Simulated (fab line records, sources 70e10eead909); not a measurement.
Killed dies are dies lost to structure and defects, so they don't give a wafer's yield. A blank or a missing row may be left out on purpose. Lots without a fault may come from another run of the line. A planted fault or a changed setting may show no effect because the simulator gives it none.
Chamber matching | flow nand_harc | NHARC_A_CHANNEL_FILL_D2_ALD_25 on ald_hk-03: 4 sister chambers
The step deposits SiOx, target thk 60 nm, pulse time 10 s, ald cycles 600. 4 wafers are shown with their chamber, then 8 later ones without.

WAFERS WITH THEIR CHAMBER
wafer  | chamber | heater_power_w (W)
L082.3 | 0       | 476
L085.5 | 1       | 490
L087.6 | 3       | 438
L093.4 | 2       | 438

WAFERS WITHOUT THEIR CHAMBER
wafer  | heater_power_w (W)
L093.2 | 482
L093.5 | 501
L095.1 | 498
L095.3 | 443
L095.5 | 474
L097.3 | 438
L097.4 | 433
L097.6 | 497

WHICH CHAMBER EACH WENT THROUGH
wafer  | from the rows above     | in truth
L093.2 | can't be placed: 0 or 1 | 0
L093.5 | 1                       | 1
L095.1 | 1                       | 1
L095.3 | can't be placed: 2 or 3 | 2
L095.5 | 0                       | 0
L097.3 | can't be placed: 2 or 3 | 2
L097.4 | can't be placed: 2 or 3 | 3
L097.6 | 1                       | 1
Placed correctly: 4 of 8. Can't be placed from these rows: 4 (the true chamber is among the candidates in 4). Placed wrongly: 0.
How it was worked out, from the rows above alone: a wafer's distance from a chamber is the root of the sum, over the readings, of the square of ((its reading less the chamber's mean) divided by the reading's scatter). The wafer belongs to the nearest chamber; if the next one is less than 2 further off, it can't be placed. A chamber's mean is the mean of its shown wafers. The scatter: with one shown wafer a chamber, the root of the mean of the squares of how far each hidden wafer lies from its nearest shown one.
